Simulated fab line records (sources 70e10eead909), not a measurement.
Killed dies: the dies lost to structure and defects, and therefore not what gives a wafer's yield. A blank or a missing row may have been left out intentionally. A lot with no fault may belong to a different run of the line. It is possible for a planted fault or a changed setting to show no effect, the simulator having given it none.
fab line records | flow nand-harc
record lots=13 wafers=39 last-day=33
route steps=1302 shown A_STAIRCASE@850 THIN_TSV@1263 END@1302
lots that met no fault: taken from a fault-free run of the same line
start-h: hours from the record's first day to the start of the lot's first wafer shown | wait-h: hours elapsed since this lot's preceding step | " identical to the entry in the row above | L1.1+2: one row covering several wafers at once | - value missing, or start not given | * or withheld: withheld | < > ~ a bound
route shown NAME@n: a module of which the file shows steps, and the number in the route of the first | usual: the fault-free wafers' mean and standard deviation | same: alike in all rows | chamber/n: place in a boat | sites: each site's reading | _std_site: their standard deviation | _edge_site: the outer-site mean with the inner-site mean subtracted | radius-mm: for every site, how far away it sits from the centre of the wafer | mask NAME#n: copy n | behind: the tool/chamber that last shaped the wafer | hold: why the lot went on hold/how many hours it stayed there/how the hold came to an end | device: whichever transistor did not switch (one of n, p or np) | end of line: tests run on the same wafers once the route is complete | for a step that has no rows: nothing shown but its recipe | killed: the dies lost at the first sort to structure and to defects; this is not the yield of the wafer | map: a wafer's dies, x killed, . not, _ none there
set.NAME: the setting that was run; set.NAME@STEP: the one run at that earlier step | model.NAME: the simulator's own value behind a step, which no gauge read
route steps across a sampled set of lots; one table per step, one row per wafer
services: the hour from which a tool's chamber was out of use, counted from the record's first day as start-h (under 0 if before that day), plus the number of hours and why
## steps
# step NHARC_A_STAIRCASE_DEP_151
# recipe target-thk-a=72000 temp-c=400 target-thk-nm=7200 teos-flow-sccm=200 rf-w=500 material=SiO2
# usual heater-power-w=645/90 rf-fwd-power-W=499.4/1.6 susceptor-temp-C=399.97/0.21
# columns lot.wafer tool chamber start-h wait-h heater-power-w rf-fwd-power-W susceptor-temp-C
L113.2 pecvd-03 2 416.96 0.6 706 501.8 400.03
L113.4 " 1 " " 515 500.4 399.72
L113.6 " 2 " " 560 499.9 399.92
L116.3 pecvd-02 1 435.55 0.4 589 497.1 400.12
L116.6 " 1 " " 541 497.3 400.24
L116.4 " 0 " " 601 497.5 399.97
L115.4 pecvd-04 2 435.84 0.7 708 499.5 399.90
L115.5 " 0 " " 620 498.6 400.24
L115.6 " 1 " " 549 497.2 400.03
L118.3 pecvd-02 0 445.75 0.4 646 501.2 399.88
L118.4 " 0 " " 604 501.5 399.99
L118.5 " 1 " " 540 501.9 399.77
L121.1 pecvd-04 1 492.16 0.5 589 499.1 400.07
L121.6 " 1 " " 548 496.6 400.21
L121.5 " 2 " " 706 499.8 400.07
L122.3 pecvd-02 2 492.25 0.6 645 501.7 400.08
L122.1 " 0 " " 611 499.6 400.00
L122.6 " 2 " " 577 496.9 399.83
L126.2 pecvd-03 0 537.74 0.5 771 501.0 399.76
L126.5 " 2 " " 569 499.0 400.25
L126.4 " 1 " " 504 502.2 400.20
L128.1 pecvd-02 1 569.15 0.4 597 502.1 400.00
L128.3 " 0 " " 696 498.4 400.14
L128.4 " 2 " " 577 497.5 400.11
L129.3 pecvd-04 0 576.37 0.5 590 500.8 399.67
L129.2 " 1 " " 634 501.9 400.26
L129.5 " 0 " " 607 500.4 400.11
L132.2 pecvd-03 2 594.72 0.5 664 501.3 400.10
L132.4 " 2 " " 571 502.5 399.85
L132.6 " 0 " " 739 501.2 399.92
L130.1 pecvd-04 0 594.72 0.5 627 499.4 400.29
L130.2 " 1 " " 676 499.7 400.14
L130.4 " 2 " " 713 498.9 399.97
L131.3 pecvd-03 2 595.20 0.9 652 497.2 400.13
L131.1 " 1 " " 604 500.2 400.15
L131.5 " 2 " " 558 497.2 400.03
L134.5 pecvd-04 1 618.12 0.7 554 498.6 399.90
L134.6 " 2 " " 711 500.6 399.92
L134.4 " 0 " " 614 497.7 400.23
# step NHARC_THIN_TSV_ETCH_15
# recipe target-depth-a=30000 bosch-target-overetch-cycles=2 bosch-etch-step-s=2.8 bosch-dep-step-s=1.2 bosch-cycles=14
# usual drypump-motor-current-A=6.0/0.44
# columns lot.wafer tool chamber start-h wait-h drypump-motor-current-A rf-hours-counter-h
L113.2 rie-si-01 0 560.72 - 6.4 0
L113.4 " 1 " " 6.0 0
L113.6 " 3 " " 6.5 -
L115.4 rie-si-06 2 577.94 - 5.7 0.7
L115.5 " 1 " " 6.0 -
L115.6 " 2 " " 5.7 -
L116.3 rie-si-01 0 579.23 - 6.4 0.2
L116.4 " 1 " " 6.0 0.1
L116.6 " 1 " " 6.1 -
L118.4 rie-si-01 0 590.47 - 6.4 0.2
L118.3 " 1 " " 6.1 0.2
L118.5 " 0 " " 6.4 -
L122.3 rie-si-06 1 635.42 - 6.0 0.1
L122.1 " 3 " " 5.9 0.1
L122.6 " 2 " " 5.7 -
L121.1 rie-si-06 0 637.72 - 6.6 0.1
L121.6 " 2 " " 5.7 -
L121.5 " 3 " " 5.9 -
L126.2 rie-si-02 1 680.81 - 6.5 0.3
L126.4 " 2 " " 5.7 0.2
L126.5 " 1 " " 6.5 -
L128.3 rie-si-01 0 717.97 - 6.4 1.1
L128.1 " 2 " " 5.9 0.8
L128.4 " 3 " " 6.5 0.9
L129.3 rie-si-06 0 730.04 - 6.5 0.6
L129.2 " 1 " " 6.0 0.5
L129.5 " 0 " " 6.5 -
L132.4 rie-si-06 3 732.03 - 5.9 0.7
L132.2 " 0 " " 6.6 0.6
L132.6 " 3 " " 5.9 -
L131.3 rie-si-02 0 733.12 - 5.0 0.7
L131.1 " 2 " " 5.7 0.4
L131.5 " 0 " " 5.0 -
L130.4 rie-si-06 0 747.45 - 6.6 0.7
L130.2 " 1 " " 6.0 0.6
L130.1 " 2 " " 5.7 0.7
L134.4 rie-si-06 1 763.44 - 6.0 0.7
L134.6 " 0 " " 6.6 -
L134.5 " 1 " " 6.0 -
# step NHARC_THIN_TSV_ETCHBACK_48
# recipe target-depth-a=10285 over-etch-frac=0.3 time-s=405.17 ion-energy-ev=250 c4f8-flow-sccm=withheld ar-flow-sccm=withheld rf-w=600 bias-w=300 chemistry=C4F8/Ar
# usual oes-product-au=0.95/0.034 rf-fwd-power-W=599.0/1.7 rf-vpp-V=547.0/2.7
# columns lot.wafer tool chamber start-h wait-h oes-product-au rf-fwd-power-W rf-hours-counter-h rf-vpp-V
L113.2 rie-diel-12 1 562.23 - 0.93 597.3 5.5 547.3
L113.6 " 3 " " 0.92 600.5 - 548.4
L113.4 " 1 " " 0.92 600.3 - 548.1
L115.4 rie-diel-06 1 579.36 - 0.92 599.0 5.8 550.5
L115.6 " 1 " " 0.91 597.0 - 551.9
L115.5 " 2 " " 0.91 600.4 - 541.4
L116.4 rie-diel-12 0 580.68 - 0.93 599.9 4.4 548.8
L116.3 " 1 " " 0.93 597.6 6.5 548.4
L116.6 " 0 " " 0.93 597.7 - 548.0
L118.4 rie-diel-06 2 591.89 - 0.93 601.2 7.6 542.1
L118.3 " 0 " " 0.92 600.9 6.8 548.5
L118.5 " 2 " " 0.94 600.3 - 541.4
L122.1 rie-diel-06 0 636.84 - 0.93 597.3 9.8 549.5
L122.3 " 1 " " 0.93 600.2 9.6 551.7
L122.6 " 1 " " 0.92 602.4 - 551.0
L121.1 rie-diel-12 3 639.19 - 1.00 599.8 0.4 548.1
L121.6 " 1 " " 1.02 598.5 - 546.6
L121.5 " 2 " " 1.01 600.8 - 545.2
L126.2 rie-diel-04 1 682.26 - 0.94 598.2 7.3 543.1
L126.4 " 3 " " 0.91 599.0 7.9 545.8
L126.5 " 0 " " 0.93 596.4 - 546.2
L128.3 rie-diel-06 0 719.43 - 0.92 599.6 3.0 549.1
L128.1 " 2 " " 0.93 596.7 3.3 541.3
L128.4 " 2 " " 0.92 598.9 - 542.3
L129.3 rie-diel-12 1 731.54 - 0.94 599.2 4.7 547.4
L129.2 " 0 " " 0.94 598.0 3.6 549.5
L129.5 " 2 " " 0.93 600.3 - 544.3
L132.2 rie-diel-04 1 733.47 - 1.01 595.5 0.7 543.8
L132.4 " 2 " " 1.00 596.7 1.1 548.5
L132.6 " 0 " " 1.00 598.3 - 545.4
L131.3 rie-diel-12 1 734.54 - 0.94 598.9 5.1 547.6
L131.1 " 3 " " 0.93 600.7 4.7 548.9
L131.5 " 2 " " 0.93 600.8 - 543.1
L130.1 rie-diel-12 3 748.85 - 0.93 600.4 5.8 547.1
L130.2 " 1 " " 0.94 598.1 6.3 546.9
L130.4 " 3 " " 0.93 600.1 - 548.8
L134.4 rie-diel-12 2 764.84 - 0.94 596.6 5.1 543.8
L134.5 " 2 " " 0.92 600.8 - 546.4
L134.6 " 3 " " 0.94 600.5 - 547.2
# step NHARC_END_SORT_01
# recipe temp-c=25
# usual killed-at-array=55/23 killed-at-other=1.0/1.2 killed-at-periphery=3.2/2.7 killed-dies=59/23 killed-open=3.1/1.6 killed-short=2.2/1.5
# same gross-dies=677
# columns lot.wafer tool chamber start-h wait-h killed-at-array killed-at-other killed-at-periphery killed-dies killed-open killed-short
L122.1 prober-02 0 649.63 2.5 166 3 4 173 6 3
L122.3 prober-02 0 651.25 3.1 177 4 1 182 2 2
L122.6 prober-02 0 653.68 4.1 156 4 2 162 1 5
# killed by level:class
L122.1 A_STAIRCASE:unspecified=85 A_CHANNEL_HOLE_D1:chamber-film-flake=30 A_SLIT:chamber-film-flake=23 A_CHANNEL_HOLE_D2:chamber-film-flake=13 A_CHANNEL_FILL_D1:chamber-film-flake=3 A_CONTACT:chamber-film-flake=3 THIN_TSV:chamber-film-flake=3 P_GATE:geometric-particle:open=1
L122.3 A_STAIRCASE:unspecified=105 A_SLIT:chamber-film-flake=26 A_CHANNEL_HOLE_D1:chamber-film-flake=22 A_CHANNEL_HOLE_D2:chamber-film-flake=12 THIN_TSV:chamber-film-flake=4 A_WL_FILL:chamber-film-flake=3 A_CONTACT:chamber-film-flake=3 A_M0:geometric-particle:short=2
L122.6 A_STAIRCASE:unspecified=90 A_CHANNEL_HOLE_D1:chamber-film-flake=29 A_SLIT:chamber-film-flake=17 A_CHANNEL_HOLE_D2:chamber-film-flake=10 THIN_TSV:chamber-film-flake=3 A_ONON_D1:geometric-particle:short=2 P_GATE:chamber-film-flake=2 A_WL_FILL:chamber-film-flake=2
## services
# columns tool chamber start-h hours kind
rie-si-06 0 411.53 8.0 repair
rie-si-06 - 426.00 9.0 pm
pecvd-04 - 431.79 0.4 repair
rie-diel-12 - 445.43 9.0 pm
pecvd-04 - 450.26 13.0 pm
rie-diel-12 0 469.44 3.1 repair
rie-si-06 1 478.68 14.9 repair
pecvd-04 2 530.26 6.8 repair
rie-si-06 2 552.06 16.3 repair
rie-si-06 - 552.61 5.2 repair
rie-diel-12 0 559.66 18.4 repair
pecvd-04 - 567.72 2.5 repair
rie-diel-12 2 568.13 2.6 repair
rie-si-06 0 591.26 3.7 repair
rie-si-06 - 603.00 9.0 pm
rie-diel-12 3 614.61 3.4 repair
rie-diel-12 - 622.43 9.0 pm
rie-si-06 1 644.26 4.0 repair
rie-diel-12 2 657.69 8.7 repair
rie-si-06 - 662.09 0.2 repair
rie-si-06 - 714.69 0.3 repair
rie-diel-12 0 715.52 6.5 repair
rie-diel-12 2 743.93 2.1 repair
rie-diel-12 2 746.61 4.3 repair
## key
first-sign step=NHARC_END_SORT_01 reading=killed-dies direction=up sigmas=5 usual=59 struck=172
effect step=NHARC_END_SORT_01 reading=killed-at-array direction=up sigmas=4.9 usual=55 struck=166
more-kills-born-at NHARC_A_STAIRCASE_DEP_151@pecvd-02=280
met-at NHARC_A_STAIRCASE_DEP_151
struck-lots L122
tester-left-out L122
not-acting-at NHARC_THIN_TSV_ETCH_15,NHARC_THIN_TSV_ETCHBACK_48
onset-between 445.75 492.25
fault kind=chamber-particle-source tool=pecvd-02 chamber=- onset-h=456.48 steps=NHARC_A_STAIRCASE_DEP_151 rate-per-visit-cm2=1.1924 end-h=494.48
# tester-left-out: of these lots the tester's yield and bins aren't shown, on N5 and GAA mostly nor the transistor test; their killed dies are dies lost to structure and defects alone, not to doping, threshold or leakage, so they don't give the yield
